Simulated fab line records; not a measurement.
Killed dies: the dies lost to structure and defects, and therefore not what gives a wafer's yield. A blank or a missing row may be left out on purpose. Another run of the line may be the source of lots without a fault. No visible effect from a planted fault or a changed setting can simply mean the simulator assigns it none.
The tool behind it: which one? -- flow nand harc -- 6 lots, 18 wafers sampled, at 4 steps of a route of 1159

WHAT THE GAUGES READ, wafer by wafer
NHARC_A_ONON_D1_THK_MEAS_08: measures by ellipsometry.
lot,measured,on,thk nm (nm)
L780,day 8 14:46,film metro-02,995 999 998
L786,day 9 18:11,film metro-01,1001 1000 999
L790,day 10 15:22,film metro-02,1022 1022 1022
L788,day 10 15:25,film metro-01,1012 1012 1013
L791,day 11 09:18,film metro-02,667 666 999
L800,day 12 21:59,film metro-01,1000 1001 1001

EACH LOT AND THE TOOL THAT RAN IT (in order: tool; ch and the chambers of the sampled wafers; start)
lot,NHARC_A_ZERO_WELL_ETCH_19,NHARC_A_ZERO_WELL_ETCH_13,NHARC_A_ONON_D1_DEP_06
L780,"rie diel-11 ch 0,2, day 7 13:12","rie si-02 ch 1,2,3, day 7 13:21","pecvd onon-02 ch 0, day 8 14:19"
L786,"rie diel-02 ch 0,1,3, day 8 17:40","rie si-03 ch 1,2, day 8 17:47","pecvd onon-03 ch 0, day 9 17:44"
L790,"rie diel-02 ch 0,2,3, day 9 15:37","rie si-02 ch 0,1,2, day 9 15:45","pecvd onon-04 ch 0, day 10 14:52"
L788,"rie diel-02 ch 0,2,3, day 9 16:53","rie si-06 ch 0,1,3, day 9 17:00","pecvd onon-02 ch 0, day 10 14:56"
L791,"rie diel-02 ch 0,2, day 10 10:52","rie si-06 ch 0,2,3, day 10 10:59","pecvd onon-03 ch 0, day 11 08:47"
L800,"rie diel-01 ch 0,1,2, day 11 23:47","rie si-06 ch 1,2, day 11 23:55","pecvd onon-04 ch 0, day 12 21:36"
- NHARC_A_ZERO_WELL_ETCH_19: etches the open film in N2/H2, target depth 80 nm, overetch 24 nm, time 87.88 s.
- NHARC_A_ZERO_WELL_ETCH_13: etches the open film in HBr/Cl2, target depth 120 nm, time 40.1 s.
- NHARC_A_ONON_D1_DEP_06: target thk 1000 nm.

THE ANSWER, worked out from the rows above alone
Rule: usual is defined by the lots themselves. Put in order of their means at a reading, lots are off if they are a third of the lots or fewer, leave a main group of 4 or more, and stand apart from it by a gap of 3 or more times the standard deviation of the main group's means; of several such gaps the widest counts. Not used: any main group whose means are identical at the precision the tables above print for the reading. Also off: a lot with no number at a reading for which 4 or more lots have one. Where the step has rows for the other lots, those lots are counted as sound.
Off, at NHARC_A_ONON_D1_THK_MEAS_08 on thk nm: L791. Mean 1006 nm and standard deviation 9.3 in the main group.
If a tool, at a process step before that reading, ran all the lots that are off and no sound lot after the first of them, it fits. The gauges at NHARC_A_ONON_D1_THK_MEAS_08 are tried like those tools. Can't be told from this: 3 tools fit, rie diel-02 at NHARC_A_ZERO_WELL_ETCH_19, pecvd onon-03 at NHARC_A_ONON_D1_DEP_06, film metro-02 at NHARC_A_ONON_D1_THK_MEAS_08.

WHAT THE SIMULATOR HAD PUT IN
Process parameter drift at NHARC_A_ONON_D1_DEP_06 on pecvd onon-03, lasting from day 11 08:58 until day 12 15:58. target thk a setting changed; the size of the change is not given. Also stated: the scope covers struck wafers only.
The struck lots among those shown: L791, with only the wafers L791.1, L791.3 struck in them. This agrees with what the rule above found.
